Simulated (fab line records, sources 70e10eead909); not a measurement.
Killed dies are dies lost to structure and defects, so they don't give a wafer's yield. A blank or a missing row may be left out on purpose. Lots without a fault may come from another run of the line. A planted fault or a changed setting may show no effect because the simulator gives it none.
Chamber matching | flow nand_harc | NHARC_A_STAIRCASE_ETCH_292 on rie_diel-11: 4 sister chambers
The step etches the open film in CF4/CHF3. 4 wafers are shown with their chamber, then 8 later ones without.

WAFERS WITH THEIR CHAMBER
wafer  | chamber | drypump_motor_current_A (A)
L077.6 | 1       | 6.3
L081.4 | 2       | 5.5
L081.6 | 0       | 5.3
L091.3 | 3       | 6.3

WAFERS WITHOUT THEIR CHAMBER
wafer  | drypump_motor_current_A (A)
L091.4 | 5.5
L091.5 | 5.5
L092.3 | 6.4
L092.4 | 6.3
L092.5 | 6.4
L093.1 | 5.3
L093.5 | 6.4
L093.6 | 5.5

WHICH CHAMBER EACH WENT THROUGH
wafer  | from the rows above     | in truth
L091.4 | 2                       | 2
L091.5 | 2                       | 2
L092.3 | can't be placed: 1 or 3 | 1
L092.4 | can't be placed: 1 or 3 | 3
L092.5 | can't be placed: 1 or 3 | 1
L093.1 | 0                       | 0
L093.5 | can't be placed: 1 or 3 | 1
L093.6 | 2                       | 2
Placed correctly: 4 of 8. Can't be placed from these rows: 4 (the true chamber is among the candidates in 4). Placed wrongly: 0.
How it was worked out, from the rows above alone: a wafer's distance from a chamber is the root of the sum, over the readings, of the square of ((its reading less the chamber's mean) divided by the reading's scatter). The wafer belongs to the nearest chamber; if the next one is less than 2 further off, it can't be placed. A chamber's mean is the mean of its shown wafers. The scatter: with one shown wafer a chamber, the root of the mean of the squares of how far each hidden wafer lies from its nearest shown one.
